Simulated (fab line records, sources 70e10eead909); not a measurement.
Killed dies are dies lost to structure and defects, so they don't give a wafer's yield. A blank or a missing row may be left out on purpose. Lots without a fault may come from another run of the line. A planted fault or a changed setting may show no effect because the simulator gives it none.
Which tool did it? | flow nand_harc | 6 lots, 18 wafers sampled, at 5 steps of a route of 1302

WHAT THE GAUGES READ, wafer by wafer
NHARC_END_SORT_01.
lot | measured | on | killed_at_array

WHICH TOOL RAN EACH LOT (tool, then ch and the chambers of the sampled wafers, then the start)
lot  | NHARC_P_GATE_EXPOSE_23             | NHARC_P_GATE_ETCH_32             | NHARC_P_GATE_DESCUM_48             | NHARC_P_GATE_STRIP_76
L723 | arfi_scanner-01 ch 0, day 6 10:47  | rie_si-06 ch 2,3, day 6 11:35    | rie_diel-12 ch 0,1,3, day 6 23:08  | plasma_asher-02 ch 1, day 7 01:39
L728 | arfi_scanner-02 ch 0, day 8 04:02  | rie_si-01 ch 0,1,3, day 8 04:49  | rie_diel-09 ch 0,2, day 8 16:12    | plasma_asher-01 ch 0,1, day 8 18:34
L730 | arfi_scanner-02 ch 0, day 9 07:14  | rie_si-06 ch 0,3, day 9 08:02    | rie_diel-09 ch 0,1, day 9 19:31    | plasma_asher-02 ch 0,1, day 9 21:58
L733 | arfi_scanner-02 ch 0, day 11 02:36 | rie_si-06 ch 0,2,3, day 11 03:26 | rie_diel-09 ch 0,1,3, day 11 14:55 | plasma_asher-01 ch 0,1, day 11 17:50
L736 | arfi_scanner-01 ch 0, day 11 17:52 | rie_si-06 ch 1,3, day 11 18:40   | rie_diel-09 ch 0,1,2, day 12 06:07 | plasma_asher-02 ch 1, day 12 08:30
L743 | arfi_scanner-03 ch 0, day 14 15:53 | rie_si-03 ch 0,1,2, day 14 16:41 | rie_diel-02 ch 0,1,2, day 15 04:11 | plasma_asher-02 ch 0,1, day 15 06:34
- NHARC_P_GATE_EXPOSE_23: exposes mask P GATE, target cd 120 nm.
- NHARC_P_GATE_ETCH_32: etches the open film in HBr/Cl2, target depth 150 nm, time 100.1 s.
- NHARC_P_GATE_DESCUM_48: chemistry O2, time 3 s.
- NHARC_P_GATE_STRIP_76: strips in O2.

THE ANSWER, worked out from the rows above alone
Rule: what is usual is taken from the lots themselves. Put in order of their means at a reading, lots are off if they are a third of the lots or fewer, leave a main group of 4 or more, and stand apart from it by a gap of 3 or more times the standard deviation of the main group's means; of several such gaps the widest counts. A main group whose means are all the same, to the digits that the tables above print for the reading, isn't used. A lot without any number at a reading at which 4 lots or more have one is off too. The other lots that the step has rows for count as sound.
No lot is off at any reading shown: from this, nothing can be told.

WHAT THE SIMULATOR HAD PUT IN
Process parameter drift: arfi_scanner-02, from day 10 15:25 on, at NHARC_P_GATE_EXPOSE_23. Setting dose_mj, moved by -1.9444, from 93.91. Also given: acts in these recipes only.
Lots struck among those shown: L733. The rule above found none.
